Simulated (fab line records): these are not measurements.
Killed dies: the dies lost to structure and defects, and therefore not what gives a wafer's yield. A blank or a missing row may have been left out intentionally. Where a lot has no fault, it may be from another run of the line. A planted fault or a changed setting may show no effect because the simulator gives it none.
Struck lot and sound lot, side by side || flow n5-finfet || 36 steps out of a route of 1938
Sound: the wafers L555.2, L555.3, L555.6. Wafers L551.3, L551.4, L551.6 were the ones struck. The cause is given at the end.
For every step that has rows: the tool of each side, followed by ch and its chambers, followed by its first start. Under that, the readings that differ: sound wafers || struck wafers || difference of the means || sigmas: that difference in standard deviations of wafers without a fault.
alike: readings with means less than 2 such deviations apart, plus words and numbers identical on both sides. not compared: withheld readings, readings lacking a value on some wafer, bounds such as >300 that could conceal the same value, and numbers that have no deviation in the record and whose values overlap.
A row with sigmas, a row that says differs or no value, or rows on one side alone: a step with any of these is where the two part. Numbers that have no deviation but don't overlap get no sigmas and don't part them. A reading that every wafer of one side lacks parts them only if that side has two wafers or more.

first, 9 steps without rows for these wafers: N5_BEOL_M4_ANNEAL_95 (time 240 s); N5_BEOL_M4_SPUTTER_96 (material Cu, target thk 4.5 nm, time 8.29 s); N5_BEOL_M4_ECD_50 (material Cu, target thk 300 nm); N5_BEOL_M4_ANNEAL_51 (time 90 s); N5_BEOL_M4_CMP_52 (polishes, stops on SiOC, t overpolish 6.8 s, target thk 40 nm); N5_BEOL_M4_PRE_CLEAN_60 (time 15 s); N5_BEOL_M4_CO_CAP_55 (material Co, precursor CCTBA/H2, target thk 2 nm, time 102.1 s); N5_BEOL_M4_PRE_CLEAN_56 (time 15 s); N5_BEOL_M4_DEP_57 (deposits SiCN from 3MS/NH3, target thk 8 nm, time 14 s).
N5_BEOL_M4_RC_MEAS_101:
  sound on prober-02 ch 0, day 13 08:44; struck on prober-01 ch 0, day 12 04:46
{"reading": "SS_P (mV/dec)", "sound": "73.3 72.2 73.0", "struck": "75.0 74.7 72.9", "difference": "+1.4", "sigmas": "+2"}
  alike: DIBL_N, DIBL_P, IOFF_N, IOFF_P, ION_N, ION_P, SS_N, VT_N, VT_P
then, 24 steps without rows for these wafers: N5_BEOL_M5_ILD_DEP_00 (deposits SiCOH lowk from DEMS/porogen, target thk 140.64 nm, time 25.9 s); N5_BEOL_M5_CURE_79 (cures SiCOH lowk, time 240 s); N5_BEOL_M5_PECVD_70 (deposits SiO2 from TEOS/O2, target thk 16 nm, time 18 s); N5_BEOL_M5_HM_DEP_02 (deposits TiN, target thk 20 nm); N5_BEOL_M5_COAT_59 (time 60 s, resist thk 60 nm); N5_BEOL_M5_COAT_60 (time 60 s, resist thk 12 nm); N5_BEOL_M5_COAT_71 (time 60 s, resist thk 5 nm); N5_BEOL_M5_COAT_05 (resist thk 30 nm); N5_BEOL_M5_EBR_07; N5_BEOL_M5_SOFTBAKE_06 (time 60 s); N5_BEOL_M5_EXPOSE_08 (exposes mask M5, target cd 28 nm); N5_BEOL_M5_PEB_09 (peb time 60 s); N5_BEOL_M5_DEVELOP_10 (develop time 30 s); N5_BEOL_M5_DESCUM_16 (chemistry O2, time 7 s); N5_BEOL_M5_ETCH_72 (etches underlayer in N2/H2, target depth 6.5 nm, time 5.2 s); N5_BEOL_M5_ETCH_61 (etches SiARC in CF4, target depth 15.6 nm, time 26 s); N5_BEOL_M5_ETCH_62 (etches SOC in N2/H2, target depth 75 nm, overetch 15 nm, time 112.5 s); N5_BEOL_M5_STRIP_63 (strips in N2/H2); N5_BEOL_M5_STRIP_73 (strips in N2/H2); N5_BEOL_M5_STRIP_64 (strips in CF4); N5_BEOL_M5_HM_OPEN_17 (chemistry Cl2/BCl3, target TiN, target depth 20 nm, overetch 6 nm); N5_BEOL_M5_STRIP_19 (strips in O2); N5_BEOL_M5_COAT_65 (time 60 s, resist thk 60 nm); N5_BEOL_M5_COAT_66 (time 60 s, resist thk 12 nm).
-- record jumps: 3 days separate the struck wafers' starts on either side; left off in module BEOL_M5, taken up again in module BEOL_M11, whose first shown step is the route's number 1599 --
N5_BEOL_M11_DEP_56: deposits SiCN from 3MS/NH3, target thk 30 nm, time 10.5 s.
  sound on pecvd-02 ch 0,1,2, day 15 23:56; struck on pecvd-02 ch 0,2, day 15 11:24
  no value came back on the struck wafers for any of 5 readings (chamber-pressure-Torr (Torr), rf-fwd-power-W (W) and others); on the sound wafers chamber-pressure-Torr (Torr) reads 3.000 3.002 3.002
  not compared: since-wet-clean-h
N5_PASSIVATION_PROBE_49:
  sound: prober-02 at day 17 20:51; struck: prober-02 at day 17 08:43
{"reading": "defect-limited-yield (%)", "sound": "90.1 88.6 90.6", "struck": "0 0 0", "difference": -90, "sigmas": -60}
{"reading": "killed_at_M0_to_M3", "sound": "51 71 56", "struck": "41 27 34", "difference": -25, "sigmas": -2}
{"reading": "killed_at_M4_up", "sound": "12 9 10", "struck": "1071 1082 1088", "difference": "+1070", "sigmas": "+99 or more"}
{"reading": "killed-at-other", "sound": "0 0 3", "struck": "11 4 9", "difference": "+7", "sigmas": "+2"}
{"reading": "killed-dies", "sound": "117 135 111", "struck": "1180 1180 1180", "difference": "+1059", "sigmas": "+62"}
{"reading": "killed-on-rim", "sound": "13 20 11", "struck": "152 152 152", "difference": "+137", "sigmas": "+35"}
{"reading": "sort_bin_5_function (%)", "sound": "6.4 6.8 5.3", "struck": "95.3 95.2 95.6", "difference": "+89.2", "sigmas": "+91"}
{"reading": "sort-n-pass", "sound": "1063 1045 1069", "struck": "0 0 0", "difference": -1059, "sigmas": -62}
{"reading": "sort-yield-pct (%)", "sound": "90.1 88.6 90.6", "struck": "0 0 0", "difference": -90, "sigmas": -60}
  alike: killed-at-contacts, killed-at-front-end, killed-open, killed-short, sort_bin_6_memory

WHERE THEY PART
First at N5_BEOL_M4_RC_MEAS_101; last, within this record, at N5_PASSIVATION_PROBE_49.

WHY: what had been put in by the simulator
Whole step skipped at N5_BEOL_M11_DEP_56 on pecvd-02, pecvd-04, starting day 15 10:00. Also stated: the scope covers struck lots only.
